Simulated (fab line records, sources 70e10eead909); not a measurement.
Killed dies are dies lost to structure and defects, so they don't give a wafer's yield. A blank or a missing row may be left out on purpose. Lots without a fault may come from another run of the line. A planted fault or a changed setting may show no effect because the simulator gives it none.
fab line records | flow nand_harc
record lots=7 wafers=21 last_day=33
route steps=1302 shown P_CONTACT@236 END@1302
lots that met no fault: from a run of the same line without faults
start_h: hours from the record's first day to the start of the lot's first wafer shown | wait_h: hours since the lot's step before | " the same as in the row above | L1.1+2: a row that stands for several wafers | - no value, or no start given | * or withheld: withheld | < > ~ a bound
route shown NAME@n: a module of which the file shows steps, and the number in the route of the first | usual: mean/standard deviation of fault-free wafers | same: alike in all rows | chamber/n: place in a boat | sites: the reading at each site | _std_site: their standard deviation | _edge_site: outer sites' mean less inner sites' | radius_mm: how far each site lies from the wafer's centre | mask NAME#n: copy n | behind: the tool/chamber that last shaped the wafer | hold: why the lot was held/for how many hours/how that ended | device: the transistor (n, p or np) that didn't switch | end of line: the same wafers' tests at the end of the route | a step without rows: its recipe alone | killed: dies lost to structure and defects at the first sort, not the wafer's yield | map: a wafer's dies, x killed, . not, _ none there
set.NAME: the setting as run; set.NAME@STEP: as run at that earlier step | model.NAME: the simulator's own value behind a step, which no gauge read
lots at some steps of the route; a table a step, a row a wafer
services: from which hour (start_h, from the record's first day; less than 0 if before it) a tool's chamber was out of use, for how many hours, and why
## steps
# step NHARC_P_CONTACT_ETCH_35
# recipe target_depth_a=390 over_etch_frac=0.3 time_s=65 ion_energy_ev=80 cf4_flow_sccm=150 ar_flow_sccm=0 rf_w=300 bias_w=100 chemistry=CF4
# usual drypump_motor_current_A=5.6/0.35 oes_product_au=1.002/0.011 rf_vpp_V=151.3/1.2 showerhead_plenum_p_Torr=1.78/0.065 throttle_valve_pct=13.283/0.01
# columns lot.wafer tool chamber start_h wait_h drypump_motor_current_A oes_product_au rf_hours_counter_h rf_vpp_V showerhead_plenum_p_Torr throttle_valve_pct
L528.4 rie_diel-13 2 147.71 0.1 5.9 0.999 4.2 149.5 1.67 13.274
L528.1 " 0 " " 4.9 0.999 4.1 152.0 1.78 13.281
L528.6 " 3 " " 6.0 1.003 - 151.9 1.80 13.276
L530.1 rie_diel-06 2 164.11 0.1 5.5 0.990 1.5 152.2 1.82 13.294
L530.4 " 3 " " 5.8 0.985 1.3 152.1 1.83 13.283
L530.2 " 1 " " 5.6 1.006 1.2 151.5 1.78 13.286
L533.4 rie_diel-06 0 201.80 0.1 5.2 0.991 3.5 153.4 1.86 13.276
L533.1 " 1 " " 5.7 1.012 3.4 149.4 1.78 13.292
L533.6 " 3 " " 5.8 0.986 - 151.5 1.83 13.297
L536.1 rie_diel-06 3 236.06 0.1 5.8 1.003 6.1 151.7 1.83 13.267
L536.2 " 1 " " 5.7 1.025 5.1 151.1 1.78 13.288
L536.6 " 0 " " 5.2 1.024 - 152.0 1.86 13.272
L538.4 rie_diel-12 3 265.65 0.1 5.8 0.993 3.9 151.5 1.74 13.285
L538.2 " 0 " " 5.7 1.002 4.1 151.2 1.80 13.276
L538.5 " 3 " " 5.8 0.996 - 148.9 1.74 13.292
L544.4 rie_diel-12 0 309.31 0.1 5.8 1.001 0.6 151.8 1.80 13.277
L544.3 " 1 " " 5.7 1.006 0.5 149.7 1.66 13.313
L544.5 " 0 " " 5.8 0.994 - 151.7 1.80 13.285
L546.4 rie_diel-06 2 340.12 0.1 5.5 1.004 0.3 151.0 1.82 13.281
L546.3 " 0 " " 5.2 0.988 0.3 152.9 1.85 13.283
L546.6 " 2 " " 5.5 0.995 - 151.4 1.82 13.282
# step NHARC_P_CONTACT_ETCH_36
# recipe target_depth_a=2600 over_etch_frac=0.25 time_s=406.25 ion_energy_ev=200 n2_flow_sccm=150 h2_flow_sccm=150 ar_flow_sccm=0 rf_w=400 bias_w=150 chemistry=N2/H2
# usual drypump_motor_current_A=5.6/0.35 oes_product_au=1.001/0.011 rf_vpp_V=431.1/2.5 showerhead_plenum_p_Torr=2.06/0.083 throttle_valve_pct=14.171/0.0087
# columns lot.wafer tool chamber start_h wait_h drypump_motor_current_A oes_product_au rf_hours_counter_h rf_vpp_V showerhead_plenum_p_Torr throttle_valve_pct
L528.4 rie_diel-13 1 - - 4.9 1.008 4.1 435.1 2.17 14.160
L528.1 " 0 " " 4.9 0.992 4.1 430.5 2.05 14.168
L528.6 " 2 " " 5.8 0.999 - 427.1 1.91 14.174
L530.2 rie_diel-06 3 - - 5.8 0.994 1.4 434.0 2.12 14.181
L530.4 " 1 " " 5.7 1.012 1.2 430.4 2.06 14.161
L530.1 " 2 " " 5.6 1.002 1.5 431.8 2.11 14.178
L533.4 rie_diel-06 3 - - 5.8 0.975 4.5 432.1 2.12 14.183
L533.1 " 0 " " 5.2 0.995 3.6 434.8 2.15 14.179
L533.6 " 0 " " 5.2 0.996 - 432.9 2.15 14.178
L536.1 rie_diel-06 3 - - 5.8 0.984 6.2 431.6 2.12 14.165
L536.2 " 1 " " 5.7 1.006 5.2 430.4 2.06 14.187
L536.6 " 0 " " 5.2 1.000 - 432.5 2.15 14.170
L538.2 rie_diel-12 0 - - 5.7 0.988 4.2 432.0 2.08 14.170
L538.4 " 1 " " 5.7 1.023 3.9 426.8 1.91 14.165
L538.5 " 0 " " 5.7 0.989 - 431.2 2.08 14.182
L544.3 rie_diel-12 2 - - 5.5 0.995 0.6 428.5 1.97 14.187
L544.4 " 3 " " 5.8 0.996 0.7 429.3 2.00 14.165
L544.5 " 1 " " 5.7 1.006 - 426.5 1.90 14.169
L546.4 rie_diel-06 2 - - 5.6 1.015 0.4 433.1 2.10 14.167
L546.3 " 3 " " 5.8 0.989 0.4 431.6 2.12 14.177
L546.6 " 1 " " 5.7 1.006 - 430.5 2.06 14.168
# step NHARC_P_CONTACT_ETCH_18
# recipe target_depth_a=4810 time_s=240.5 c4f8_flow_sccm=20 o2_flow_sccm=10 ar_flow_sccm=withheld rf_w=600 bias_w=1500 chemistry=C4F8/O2/Ar
# usual oes_product_au=0.955/0.02 rf_vpp_V=979/5.1
# columns lot.wafer tool chamber start_h wait_h oes_product_au rf_hours_counter_h rf_vpp_V
L528.4 rie_diel-13 1 - - 0.968 4.3 987
L528.1 " 0 " " 0.953 4.2 980
L528.6 " 1 " " 0.970 - 986
L530.4 rie_diel-06 3 - - 0.919 1.6 983
L530.2 " 0 " " 0.936 1.3 986
L530.1 " 1 " " 0.927 1.3 981
L533.4 rie_diel-06 3 - - 0.951 4.7 983
L533.1 " 1 " " 0.960 3.6 979
L533.6 " 2 " " 0.966 - 982
L536.1 rie_diel-06 3 - - 0.956 6.4 981
L536.2 " 0 " " 0.970 5.0 985
L536.6 " 2 " " 0.979 - 983
L538.2 rie_diel-12 0 - - 0.960 4.4 981
L538.4 " 1 " " 0.991 4.1 970
L538.5 " 0 " " 0.963 - 980
L544.4 rie_diel-12 3 - - 0.947 0.8 976
L544.3 " 2 " " 0.931 0.7 975
L544.5 " 0 " " 0.953 - 980
L546.3 rie_diel-06 1 - - 0.924 0.5 980
L546.4 " 2 " " 0.935 0.5 981
L546.6 " 1 " " 0.930 - 980
# step NHARC_P_CONTACT_STRIP_37
# recipe c4f8_flow_sccm=withheld o2_flow_sccm=8 ar_flow_sccm=withheld bias_w=0 chemistry=C4F8/O2/Ar
# step NHARC_P_CONTACT_ETCH_31
# recipe target_depth_a=300 time_s=85.7 ion_energy_ev=120 over_etch_frac=1 ch3f_flow_sccm=50 o2_flow_sccm=30 ar_flow_sccm=200 rf_w=500 bias_w=100 chemistry=CH3F/O2
# step NHARC_P_CONTACT_CD_MEAS_19
# usual cd_nm=90.3/1.9
# columns lot.wafer tool chamber start_h wait_h cd_nm
L528.1 cd_sem-01 - 148.50 - 89.4
L528.4 " - " " 95.1
L528.6 " - " " 90.9
L530.1 cd_sem-01 - 164.89 - 90.6
L530.2 " - " " 91.4
L530.4 " - " " 90.6
L533.1 cd_sem-01 - 202.58 - 90.3
L533.4 " - " " 91.0
L533.6 " - " " 93.4
L536.1 cd_sem-03 - 237.33 - 88.3
L536.2 " - " " 92.9
L536.6 " - " " 92.1
L538.2 cd_sem-02 - 266.43 - 90.8
L538.4 " - " " 91.7
L538.5 " - " " 91.7
L544.3 cd_sem-03 - 310.10 - 88.4
L544.4 " - " " 88.8
L544.5 " - " " 91.4
L546.3 cd_sem-03 - 341.29 - 91.8
L546.4 " - " " 87.2
L546.6 " - " " 89.2
# step NHARC_P_CONTACT_STRIP_28
# recipe o2_flow_sccm=500 ar_flow_sccm=0 bias_w=0 chemistry=O2
# step NHARC_P_CONTACT_STRIP_29
# recipe time_s=1200 temp_c=72.5 chemistry=post_etch_residue_remover
# step NHARC_P_CONTACT_DEGAS_38
# recipe temp_c=300 time_s=60
# step NHARC_P_CONTACT_PRE_CLEAN_39
# recipe time_s=19.5 bias_v=250 gas=Ar
# step NHARC_P_CONTACT_PVD_32
# recipe target_thk_a=50 chamber_pressure_pa=5 power_w=5000 substrate_temp_c=200 time_s=17.7 material=Ti
# usual throttle_valve_pct=30.1/0.94
# columns lot.wafer tool chamber start_h wait_h throttle_valve_pct
L528.1 pvd_sputter-01 - - - 29.6
L528.4 " - " " 32.1
L528.6 " - " " 29.8
L530.2 pvd_sputter-02 - - - 30.2
L530.4 " - " " 31.3
L530.1 " - " " 28.2
L533.4 pvd_sputter-03 - - - 29.8
L533.1 " - " " 30.7
L533.6 " - " " 29.5
L536.1 pvd_sputter-02 - - - 31.4
L536.2 " - " " 30.5
L536.6 " - " " 31.5
L538.2 pvd_sputter-03 - - - 30.6
L538.4 " - " " 29.6
L538.5 " - " " 30.4
L544.4 pvd_sputter-03 - - - 29.6
L544.3 " - " " 29.7
L544.5 " - " " 30.1
L546.4 pvd_sputter-01 - - - 30.6
L546.3 " - " " 30.8
L546.6 " - " " 30.6
# step NHARC_P_CONTACT_ALD_22
# recipe target_thk_a=30 pulse_time_s=1 ald_cycles=150 temp_c=450 material=TiN
# usual heater_power_w=1042/130 precursor_pulse_height_rel=1.001/0.018
# columns lot.wafer tool chamber start_h wait_h heater_power_w precursor_pulse_height_rel
L528.1 ald_metal-02 0 149.50 - 1208 1.009
L528.4 " 1 " " 1107 1.004
L528.6 " 3 " " 1068 0.988
L530.1 ald_metal-03 3 165.84 - 1211 0.993
L530.2 " 1 " " 1059 0.981
L530.4 " 2 " " 986 1.028
L533.4 ald_metal-01 1 203.54 - 910 0.988
L533.1 " 3 " " 799 1.015
L533.6 " 2 " " 897 1.003
L536.2 ald_metal-03 1 238.31 - 1084 1.003
L536.1 " 3 " " 1271 0.998
L536.6 " 1 " " 1118 1.009
L538.4 ald_metal-03 1 267.40 - 1095 0.967
L538.2 " 3 " " 1285 1.004
L538.5 " 0 " " 1170 0.975
L544.3 ald_metal-02 1 311.05 - 1058 0.990
L544.4 " 0 " " 1179 1.017
L544.5 " 2 " " 908 1.021
L546.3 ald_metal-02 3 342.30 - 1056 0.989
L546.4 " 0 " " 1198 1.020
L546.6 " 3 " " 1056 1.037
# step NHARC_P_CONTACT_CVD_23
# recipe target_thk_a=2000 temp_c=300 pressure_torr=40 wf6_flow_sccm=40 h2_flow_sccm=1600 ar_flow_sccm=1560 time_s=557 material=W
# usual heater_power_w=487/33 throttle_valve_pct=7.9/0.53
# columns lot.wafer tool chamber start_h wait_h heater_power_w throttle_valve_pct
L528.1 cvd_w-02 0 149.66 - 442 8.2
L528.4 " 0 " " 453 7.8
L528.6 " 1 " " 553 7.0
L530.2 cvd_w-01 0 166.05 - 459 8.2
L530.1 " 1 " " 501 8.7
L530.4 " 1 " " 481 8.7
L533.1 cvd_w-02 0 203.93 - 457 8.2
L533.4 " 1 " " 545 7.4
L533.6 " 0 " " 447 8.0
L536.2 cvd_w-01 1 238.51 - 479 8.4
L536.1 " 0 " " 471 7.8
L536.6 " 1 " " 468 8.3
L536.2 cvd_w-01 1 239.30 0.7 462 8.5
L536.1 " 0 " " 484 8.0
L536.6 " 1 " " 473 8.4
L538.2 cvd_w-01 0 267.58 - 484 7.9
L538.4 " 1 " " 471 8.4
L538.5 " 1 " " 474 8.5
L538.2 cvd_w-01 0 268.67 1.0 487 8.0
L538.4 " 1 " " 479 8.6
L538.5 " 1 " " 469 8.3
L544.4 cvd_w-01 1 311.43 - 466 8.4
L544.3 " 0 " " 484 8.0
L544.5 " 1 " " 464 8.7
L544.4 cvd_w-01 1 312.22 0.7 466 8.7
L544.3 " 0 " " 501 7.8
L544.5 " 1 " " 465 8.4
L546.3 cvd_w-02 1 342.68 - 529 7.0
L546.4 " 0 " " 456 7.7
L546.6 " 0 " " 451 7.8
# step NHARC_P_CONTACT_CMP_24
# recipe t_overpolish_s=30 target_thk_nm=200
# usual motor_current_A=11.9/1.2 overpolish_run_s=30.000/0.0091 retaining_ring_pressure_frac=1.000/0.0051 time_to_endpoint_s=41.3/2.9
# columns lot.wafer tool chamber start_h wait_h motor_current_A overpolish_run_s retaining_ring_pressure_frac time_to_endpoint_s
L528.4 cmp-02 2 150.31 0.4 12.6 29.985 0.998 42.0
L528.1 " 3 " " 11.4 30.003 1.003 45.2
L528.6 " 3 " " 11.3 30.015 0.995 44.4
L530.4 cmp-02 1 166.69 0.3 10.5 30.001 0.993 40.6
L530.1 " 3 " " 11.0 30.012 1.000 42.6
L530.2 " 0 " " 10.0 29.993 0.998 41.3
L533.1 cmp-03 0 204.57 0.5 12.6 30.006 1.001 39.6
L533.4 " 3 " " 12.7 30.005 0.997 39.0
L533.6 " 0 " " 12.9 29.998 0.993 38.6
L536.2 cmp-04 2 240.24 0.9 12.9 30.002 1.011 84.4
L536.1 " 0 " " 13.4 30.010 1.005 84.3
L536.6 " 1 " " 12.4 29.983 1.006 77.5
L538.4 cmp-02 3 269.46 0.4 10.8 30.003 1.001 84.3
L538.2 " 0 " " 9.4 29.994 0.991 82.8
L538.5 " 2 " " 13.6 29.997 0.992 74.5
L544.3 cmp-02 2 312.84 0.4 13.1 30.002 0.989 77.7
L544.4 " 0 " " 10.1 30.006 1.008 85.6
L544.5 " 2 " " 12.5 29.985 0.989 75.3
L546.4 cmp-04 2 343.15 0.3 13.0 30.004 1.004 45.7
L546.3 " 3 " " 10.9 30.003 0.995 41.8
L546.6 " 2 " " 12.5 29.990 1.006 45.4
# step NHARC_END_SORT_01
# recipe temp_c=25
# usual killed_at_array=56/17 killed_at_other=0.9/1.2 killed_at_periphery=3.9/2.5 killed_dies=61/17 killed_open=3.2/1.8 killed_short=2.7/1.7
# same gross_dies=677
# columns lot.wafer tool chamber start_h wait_h killed_at_array killed_at_other killed_at_periphery killed_dies killed_open killed_short
L533.1 prober-02 0 645.02 2.5 72 0 3 75 0 0
L533.4 prober-02 0 647.44 3.4 90 1 4 95 7 2
L533.6 prober-02 0 649.05 4.0 82 0 3 85 4 3
L544.3 prober-01 0 753.76 3.1 64 0 1 65 2 2
L544.4 prober-01 0 754.55 3.4 57 0 1 58 4 2
L544.5 prober-01 0 755.34 3.7 54 1 2 57 3 4
# killed by level:class
L533.1 A_SLIT:chamber_film_flake=30 A_CHANNEL_HOLE_D1:chamber_film_flake=29 A_CHANNEL_HOLE_D2:chamber_film_flake=8 A_STAIRCASE:chamber_film_flake=3 P_GATE:chamber_film_flake=2 A_CONTACT:chamber_film_flake=2 P_ZERO_WELL:chamber_film_flake=1
L533.4 A_CHANNEL_HOLE_D1:chamber_film_flake=35 A_SLIT:chamber_film_flake=29 A_CHANNEL_HOLE_D2:chamber_film_flake=8 A_STAIRCASE:chamber_film_flake=4 P_M1:chamber_film_flake=3 A_CHANNEL_FILL_D1:geometric_particle:open=3 A_DECK1_JOINT:chamber_film_flake=3 A_CONTACT:chamber_film_flake=2
L533.6 A_CHANNEL_HOLE_D1:chamber_film_flake=35 A_SLIT:chamber_film_flake=31 A_CHANNEL_HOLE_D2:chamber_film_flake=6 P_GATE:chamber_film_flake=2 A_SOURCE_PLATE:geometric_particle:open=1 A_ONON_D1:geometric_particle:short=1 A_CHANNEL_FILL_D1:geometric_particle:short=1 A_SGD_CUT:geometric_particle:open=1
L544.3 A_CHANNEL_HOLE_D2:chamber_film_flake=27 A_CHANNEL_HOLE_D1:chamber_film_flake=14 A_CONTACT:chamber_film_flake=7 A_STAIRCASE:chamber_film_flake=6 A_SLIT:chamber_film_flake=5 A_SOURCE_PLATE:geometric_particle:open=1 A_ONON_D2:geometric_particle:short=1 A_WL_FILL:geometric_particle:short=1
L544.4 A_CHANNEL_HOLE_D2:chamber_film_flake=18 A_CHANNEL_HOLE_D1:chamber_film_flake=11 A_SLIT:chamber_film_flake=8 A_DECK1_JOINT:chamber_film_flake=5 A_CONTACT:chamber_film_flake=4 A_STAIRCASE:chamber_film_flake=3 A_DECK1_JOINT:geometric_particle:short=2 A_WL_FILL:chamber_film_flake=2
L544.5 A_CHANNEL_HOLE_D2:chamber_film_flake=22 A_CHANNEL_HOLE_D1:chamber_film_flake=14 A_SLIT:chamber_film_flake=5 A_STAIRCASE:chamber_film_flake=3 A_CHANNEL_FILL_D1:chamber_film_flake=2 A_DECK1_JOINT:chamber_film_flake=2 P_CONTACT:geometric_particle:short=1 A_SOURCE_PLATE:geometric_particle:short=1
## services
# columns tool chamber start_h hours kind
rie_diel-06 - 130.20 9.0 pm
cmp-02 - 136.65 4.0 pm
cvd_w-02 0 140.14 4.9 repair
cvd_w-01 0 159.81 2.7 repair
pvd_sputter-03 - 161.20 8.2 repair
rie_diel-13 - 165.00 9.0 pm
pvd_sputter-03 - 170.00 10.0 pm
cmp-02 - 171.64 1.3 repair
cvd_w-01 - 185.00 13.0 pm
pvd_sputter-03 - 200.36 1.7 repair
rie_diel-06 0 207.25 4.2 repair
ald_metal-03 - 212.00 10.0 pm
cmp-02 - 221.09 0.4 repair
rie_diel-12 3 234.56 3.0 repair
cmp-02 - 234.65 4.0 pm
rie_diel-12 2 242.02 10.6 repair
rie_diel-12 3 246.98 3.9 repair
rie_diel-12 - 268.40 9.0 pm
cmp-02 - 304.25 3.4 repair
rie_diel-06 - 307.33 9.0 pm
rie_diel-06 1 317.35 10.1 repair
rie_diel-12 1 320.46 4.1 repair
cmp-02 - 332.77 4.0 pm
cmp-02 - 339.65 0.8 repair
## key
first_sign step=NHARC_P_CONTACT_CVD_23 reading=visit direction=added
effect step=NHARC_P_CONTACT_CMP_24 reading=time_to_endpoint_s direction=up sigmas=14 usual=* struck=*
met_at NHARC_P_CONTACT_CVD_23
struck_wafers L536.1,L536.2,L536.6,L538.2,L538.4,L538.5,L544.3,L544.4,L544.5
tester_left_out L536,L538,L544
fault kind=repeated_step_whole tool=cvd_w-01,cvd_w-02 chamber=- onset_h=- steps=NHARC_P_CONTACT_CVD_23 times=1 scope=struck_lots_only
# tester_left_out: of these lots the tester's yield and bins aren't shown, on N5 and GAA mostly nor the transistor test; their killed dies are dies lost to structure and defects alone, not to doping, threshold or leakage, so they don't give the yield
